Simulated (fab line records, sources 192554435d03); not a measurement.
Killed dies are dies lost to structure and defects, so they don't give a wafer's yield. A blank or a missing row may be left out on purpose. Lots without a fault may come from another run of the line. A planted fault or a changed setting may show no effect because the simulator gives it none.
Chamber matching | flow n5_finfet | N5_HKMG_FIN_ETCH_86 on rie_diel-03: 4 sister chambers
The step etches SOC in N2/H2, stops on TiN, target depth 393.2 nm. 7 wafers are shown with their chamber, then 7 later ones without.

WAFERS WITH THEIR CHAMBER
wafer  | chamber | throttle_valve_pct (%) | drypump_motor_current_A (A)
L075.4 | 0       | 18.0                   | 5.3
L077.4 | 1       | 17.5                   | 5.7
L084.1 | 1       | 17.6                   | 5.8
L084.3 | 3       | 17.9                   | 5.1
L084.5 | 2       | 17.7                   | 6.3
L088.1 | 3       | 17.9                   | 5.2
L088.4 | 2       | 17.7                   | 6.2

WAFERS WITHOUT THEIR CHAMBER
wafer  | throttle_valve_pct (%) | drypump_motor_current_A (A)
L088.5 | 18.0                   | 5.3
L090.1 | 17.7                   | 6.3
L090.5 | 17.6                   | 5.8
L090.6 | 17.9                   | 5.2
L095.1 | 17.6                   | 5.3
L095.3 | 17.8                   | 6.3
L095.6 | 17.8                   | 6.3

WHICH CHAMBER EACH WENT THROUGH
wafer  | from the rows above     | in truth
L088.5 | 0                       | 0
L090.1 | 2                       | 2
L090.5 | 1                       | 1
L090.6 | 3                       | 3
L095.1 | can't be placed: 1 or 3 | 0
L095.3 | 2                       | 2
L095.6 | 2                       | 2
Placed correctly: 6 of 7. Can't be placed from these rows: 1 (the true chamber is among the candidates in 0). Placed wrongly: 0.
How it was worked out, from the rows above alone: a wafer's distance from a chamber is the root of the sum, over the readings, of the square of ((its reading less the chamber's mean) divided by the reading's scatter). The wafer belongs to the nearest chamber; if the next one is less than 2 further off, it can't be placed. A chamber's mean is the mean of its shown wafers. The scatter: the root of (the sum of the squares of (reading less its chamber's mean) over the shown wafers, divided by (wafers less chambers)).
